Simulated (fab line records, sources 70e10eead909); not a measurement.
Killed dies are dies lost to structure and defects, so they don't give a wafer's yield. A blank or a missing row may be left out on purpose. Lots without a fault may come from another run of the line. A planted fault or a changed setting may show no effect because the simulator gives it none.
A struck lot beside a sound one | flow nand_harc | 28 steps out of a route of 1302
Sound: wafers L144.2, L144.5, L144.6. Struck: wafers L148.4, L148.6. The cause comes at the end.
At each step with rows: each side's tool, then ch and its chambers, then its first start. Under that, the readings that differ: sound wafers | struck wafers | difference of the means | sigmas: that difference in standard deviations of wafers without a fault.
alike: readings whose means differ by less than 2 such deviations, and words and numbers that are the same on both sides. not compared: withheld readings, readings that some wafer has no value for, bounds like >300 that may hide the same value, and numbers for which the record gives no deviation and whose values overlap.
The two part at a step that has a row with sigmas, a row that says differs or no value, or rows on one side only. Numbers that don't overlap but have no deviation are shown without sigmas and don't part them. A reading that every wafer of one side lacks parts them only if that side has two wafers or more.

NHARC_A_CHANNEL_HOLE_D2_OVL_MEAS_11:
  sound on overlay-02, day 14 15:39; struck on overlay-01, day 16 06:05
  reading           | sound       | struck    | difference | sigmas
  overlay_x_nm (nm) | 0.9 1.3 1.2 | -1.1 -0.2 | -1.8       | -2
  alike: overlay_y_nm
NHARC_A_CHANNEL_HOLE_D2_INSPECT_12:
  sound on defect_inspect-01, day 14 15:41; struck on defect_inspect-01, day 16 06:08
  alike: raw_defect_count
then, 5 steps without rows for these wafers: NHARC_A_CHANNEL_HOLE_D2_DESCUM_15 (chemistry O2, time 3 s); NHARC_A_CHANNEL_HOLE_D2_ETCH_38 (etches the open film in CF4, target depth 39 nm, time 65 s); NHARC_A_CHANNEL_HOLE_D2_ETCH_39 (etches the open film in N2/H2, target depth 260 nm, time 325 s); NHARC_A_CHANNEL_HOLE_D2_ETCH_34 (etches the open film in CF4/CHF3, target depth 154 nm, time 77 s); NHARC_A_CHANNEL_HOLE_D2_ETCH_16 (etches the open film in O2/COS, target depth 3100 nm, time 806 s).
NHARC_A_CHANNEL_HOLE_D2_CD_MEAS_18:
  sound on cd_sem-02, day 14 16:52; struck on cd_sem-03, day 16 07:19
  alike: cd_nm
then, 2 steps without rows for these wafers: NHARC_A_CHANNEL_HOLE_D2_ETCH_19 (etches the open film in C4F8/O2/Ar, time 34.5 s); NHARC_A_CHANNEL_HOLE_D2_ETCH_20 (etches the open film in C4F8/O2/Ar, time 361.9 s, target depth 1600 nm).
NHARC_A_CHANNEL_HOLE_D2_ETCH_21: etches the open film in C4F8/O2/Ar, time 514.3 s, target depth 1600 nm.
  sound on har_etch-01 ch 0,1, day 14 17:22; struck on har_etch-01 ch 0, day 16 08:04
  alike: drypump_motor_current_A, showerhead_plenum_p_Torr, throttle_valve_pct
  not compared: rf_hours_counter_h
NHARC_A_CHANNEL_HOLE_D2_ETCH_22: etches the open film in C4F8/O2/Ar, time 666.7 s, target depth 1600 nm.
  sound on har_etch-01 ch 0,1, day 14 17:48; struck on har_etch-01 ch 0, day 16 08:33
  alike: drypump_motor_current_A, showerhead_plenum_p_Torr, throttle_valve_pct
  not compared: rf_hours_counter_h
NHARC_A_CHANNEL_HOLE_D2_ETCH_23: etches the open film in C4F8/O2/Ar, time 819 s, target depth 1600 nm.
  sound on har_etch-01 ch 0,1, day 14 18:22; struck on har_etch-01 ch 0, day 16 09:09
  alike: drypump_motor_current_A, showerhead_plenum_p_Torr, throttle_valve_pct
  not compared: rf_hours_counter_h
then, 1 step without rows for these wafers: NHARC_A_CHANNEL_HOLE_D2_ETCH_24 (etches the open film in C4F8/O2/Ar, time 906.2 s, target depth 1500 nm).
NHARC_A_CHANNEL_HOLE_D2_ETCH_25: etches the open film in C4F8/O2/Ar, time 1040.2 s, target depth 1500 nm.
  sound on har_etch-01 ch 0,1, day 14 19:50; struck on har_etch-01 ch 0, day 16 10:40
  alike: drypump_motor_current_A, showerhead_plenum_p_Torr, throttle_valve_pct
  not compared: rf_hours_counter_h
NHARC_A_CHANNEL_HOLE_D2_ETCH_26: etches the open film in C4F8/O2/Ar, time 224.1 s, target depth 300 nm.
  sound on har_etch-01 ch 0,1, day 14 20:43; struck on har_etch-01 ch 0, day 16 11:19
  alike: drypump_motor_current_A, showerhead_plenum_p_Torr, throttle_valve_pct
  not compared: rf_hours_counter_h
then, 5 steps without rows for these wafers: NHARC_A_CHANNEL_HOLE_D2_ETCH_27 (etches the open film in C4F8/O2/Ar, time 90 s, target depth 400 nm); NHARC_A_CHANNEL_HOLE_D2_STRIP_41 (strips in N2/H2); NHARC_A_CHANNEL_HOLE_D2_STRIP_42 (strips in CF4/CHF3); NHARC_A_CHANNEL_HOLE_D2_STRIP_43 (strips in O2/COS); NHARC_A_CHANNEL_HOLE_D2_ETCH_44 (etches the open film in CF4/O2, target depth 140 nm, overetch 14 nm, time 77 s).
NHARC_A_CHANNEL_HOLE_D2_STRIP_28: strips in O2.
  sound on rie_diel-12 ch 1,2; struck on rie_diel-12 ch 0,3
  alike: drypump_motor_current_A, oes_product_au, rf_vpp_V, showerhead_plenum_p_Torr, throttle_valve_pct
  not compared: rf_hours_counter_h
then, 2 steps without rows for these wafers: NHARC_A_CHANNEL_HOLE_D2_PRECLEAN_29 (cleans in SC1); NHARC_A_CHANNEL_HOLE_D2_SRD_30.
NHARC_A_CHANNEL_HOLE_D2_CD_MEAS_31:
  sound on cd_sem-01, day 14 22:28; struck on cd_sem-03, day 16 13:03
  alike: cd_nm
then, 1 step without rows for these wafers: NHARC_A_CHANNEL_HOLE_D2_XSEM_32.
NHARC_A_CHANNEL_HOLE_D2_INSPECT_40:
  sound on defect_inspect-02, day 14 22:39; struck on defect_inspect-02, day 16 13:24
  reading          | sound       | struck    | difference | sigmas
  raw_defect_count | 148 154 175 | 1315 1322 | +1160      | +13
  not compared: hold
-- the record jumps here: 12 days lie between the struck wafers' starts before and after (it left off in module A_CHANNEL_HOLE_D2 and takes up again in module END, whose first step shown is number 1302 of the route) --
NHARC_END_SORT_01:
  the record has rows for the struck wafers here (prober-02 ch 0, day 28 05:55) and none for the sound ones

WHERE THEY PART
First at NHARC_A_CHANNEL_HOLE_D2_OVL_MEAS_11; last, within this record, at NHARC_END_SORT_01.

WHY: what the simulator had put in
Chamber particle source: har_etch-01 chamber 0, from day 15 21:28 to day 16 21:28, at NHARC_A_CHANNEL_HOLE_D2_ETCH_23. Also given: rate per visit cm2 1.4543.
